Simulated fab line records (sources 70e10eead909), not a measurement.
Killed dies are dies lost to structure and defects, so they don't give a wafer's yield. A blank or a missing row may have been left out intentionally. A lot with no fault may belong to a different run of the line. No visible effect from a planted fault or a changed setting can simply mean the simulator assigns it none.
Problem report in the 8D (eight disciplines) form, filled by code || flow nand harc || the parts of the form that need people (team, actions taken, sign-off) are left out

1. WHAT IS WRONG
Mean of cd nm at NHARC_A_M1_CD_MEAS_09: 108.5 nm across 6 wafers in 2 lots; on wafers with no fault it is 119.9 nm (standard deviation 0.76). That puts it -15 standard deviations away from the usual mean.
The step: target cd 120 nm.
First seen on wafer L737.1, day 20 08:20, on cd sem-03. The record has a number at this step for 30 wafers belonging to 10 lots. Rule for "out", or "out of limits": more than 4 standard deviations from the usual mean. The rest of the wafers with a number are treated as sound.

2. WHAT IT IS; WHAT IT IS NOT
{"question": "which readings at this step", "is": "cd nm", "is not": "-"}
{"question": "which lots", "is": "L737, L741", "is not": "L729, L730, L733, L735, L743, L744, L746, L748"}
{"question": "which wafers of those lots", "is": "all that have a number", "is not": "-"}
{"question": "read on which gauges", "is": "cd sem-01, cd sem-03", "is not": "cd sem-02"}
{"question": "when", "is": "from day 20 08:20", "is not": "up to then (12 sound wafers); but 12 sound wafers of L743, L744, L746, L748 came after"}

3. WHAT RULES OUT EACH SUSPECT
Counting: a tool stays on the suspect list if, at a process step up to the reading, it processed all lots that are out and no sound lot following the first of them.
- ruled out: the gauge at NHARC_A_M1_CD_MEAS_09. The wafers that are out were read on 2 gauges (cd sem-01, cd sem-03).
- rie diel-02 at NHARC_A_M0_ETCH_34 (etches the open film in N2/H2, target depth 40 nm, overetch 12 nm, time 43.94 s): kept. Every lot that is out went through it, starting with L737 (day 20 04:24), and after that it ran no sound lot; the last sound lot it ran before then is L733 (day 19 04:53).
- pvd sputter-02 at NHARC_A_M0_PVD_21 (deposits Cu, target thk 30 nm, time 20.49 s): ruled out as a lasting fault. The sound lots L746, L748 went through it after L737, its earliest lot that is out (day 20 08:16). Because NHARC_A_M0_PVD_21 lacks a start for some lots, the hours and order of its lots are taken from NHARC_A_M1_PEB_07.
- litho track-06 at NHARC_A_M1_PEB_07 (peb time 65 s): kept. Every lot that is out went through it, starting with L737 (day 20 08:16), and after that it ran no sound lot; the last sound lot it ran before then is L735 (day 19 09:55). Its own readings are out on those wafers: heater power total W, plate temp C.
After counting, rie diel-02 at NHARC_A_M0_ETCH_34 and litho track-06 at NHARC_A_M1_PEB_07 remain.

4. THE CAUSE (what the simulator had put in)
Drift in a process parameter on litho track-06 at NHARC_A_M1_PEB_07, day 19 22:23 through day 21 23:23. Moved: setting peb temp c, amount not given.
After counting, 2 suspects remain, this tool included.

5. THE EFFECT CHAIN, in route order
Each row: a reading whose mean over the struck wafers that have a number lies more than 3 standard deviations from the usual. Scope: only readings with a usual standard deviation given in the record; hours: median across lots of the time from each lot's start at the first step in this table that gives one to its start at this step; sigmas: change in usual standard deviations.
{"hours": 0, "step": "NHARC_A_M1_PEB_07", "reading": "heater power total W", "usual": "156.6 W", "on struck wafers": 150.4, "change": -6.2, "sigmas": -14}
{"hours": 0, "step": "NHARC_A_M1_PEB_07", "reading": "plate temp C", "usual": "100.01 C", "on struck wafers": 97.03, "change": -2.98, "sigmas": -23}
{"hours": 0, "step": "NHARC_A_M1_CD_MEAS_09", "reading": "cd nm", "usual": "119.9 nm", "on struck wafers": 108.5, "change": -11.4, "sigmas": -15}
It contains these process steps:
- NHARC_A_M1_PEB_07: peb time 65 s.
Later measuring or inspecting steps at which every struck wafer that the step has a row for has a number for every such reading, and none has moved that far: NHARC_END_SORT_01.

6. WHAT WOULD HAVE CAUGHT IT SOONER
The first out-of-limits reading at a measuring or inspecting step in this record came at day 20 08:20, 10 hours after the fault's start at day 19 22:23.
At NHARC_A_M1_PEB_07, the tool's own readings (heater power total W, plate temp C) were out on each struck wafer the step has a row for, so an alarm limit on them would have fired on the first such wafer.
Of the lots that are out (2), L741 began NHARC_A_M1_PEB_07 on litho track-06 after day 20 08:20. Holding the tool at that time would have saved it.
